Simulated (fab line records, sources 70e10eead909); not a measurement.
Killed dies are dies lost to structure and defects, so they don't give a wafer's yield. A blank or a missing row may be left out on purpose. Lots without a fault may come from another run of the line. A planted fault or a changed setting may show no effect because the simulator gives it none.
Which tool did it? | flow nand_harc | 13 lots, 39 wafers sampled, at 1 step of a route of 1302

WHAT THE GAUGES READ, wafer by wafer
NHARC_P_ZERO_WELL_CD_MEAS_37: target cd 720 nm.
lot  | measured     | on        | cd_nm (nm)
L920 | day 3 05:59  | cd_sem-01 | 718.9 720.2 719.2
L921 | day 3 16:06  | cd_sem-03 | 722.4 718.4 720.3
L922 | day 4 02:06  | cd_sem-03 | 722.0 720.1 722.4
L923 | day 4 12:07  | cd_sem-02 | 719.9 722.9 724.2
L924 | day 4 22:08  | cd_sem-02 | 722.1 719.7 718.4
L925 | day 5 08:17  | cd_sem-02 | 716.5 716.8 718.1
L928 | day 6 14:14  | cd_sem-02 | 717.9 719.4 719.1
L933 | day 8 16:06  | cd_sem-03 | 719.1 723.7 722.6
L934 | day 9 02:16  | cd_sem-02 | 723.9 726.5 722.4
L935 | day 9 14:05  | cd_sem-03 | 728.8 721.5 723.5
L936 | day 9 22:16  | cd_sem-01 | 719.8 719.4 720.0
L937 | day 10 08:25 | cd_sem-02 | 716.8 721.5 720.9
L938 | day 10 18:05 | cd_sem-01 | 721.4 722.7 727.5

WHICH TOOL RAN EACH LOT (tool, then ch and the chambers of the sampled wafers, then the start)
The record holds no process step before these readings.

WHAT THE TOOLS THEMSELVES READ (means of the sampled wafers that have a number; where no wafer has one, the mark that the record gives instead)
The record holds no such reading with a usual standard deviation.

THE ANSWER, worked out from the rows above alone
Rule: what is usual is taken from the lots themselves. Put in order of their means at a reading, lots are off if they are a third of the lots or fewer, leave a main group of 4 or more, and stand apart from it by a gap of 3 or more times the standard deviation of the main group's means; of several such gaps the widest counts. A main group whose means are all the same, to the digits that the tables above print for the reading, isn't used. A lot without any number at a reading at which 4 lots or more have one is off too. The other lots that the step has rows for count as sound. The gauges are gone through in route order, then the tools' own readings, and for those a lot's mean is taken as printed above. The first step at which some lot is off is used, and at that step the reading that is off furthest; a lot without a number counts as furthest.
No lot is off at any reading shown: from this, nothing can be told.

WHAT THE SIMULATOR HAD PUT IN
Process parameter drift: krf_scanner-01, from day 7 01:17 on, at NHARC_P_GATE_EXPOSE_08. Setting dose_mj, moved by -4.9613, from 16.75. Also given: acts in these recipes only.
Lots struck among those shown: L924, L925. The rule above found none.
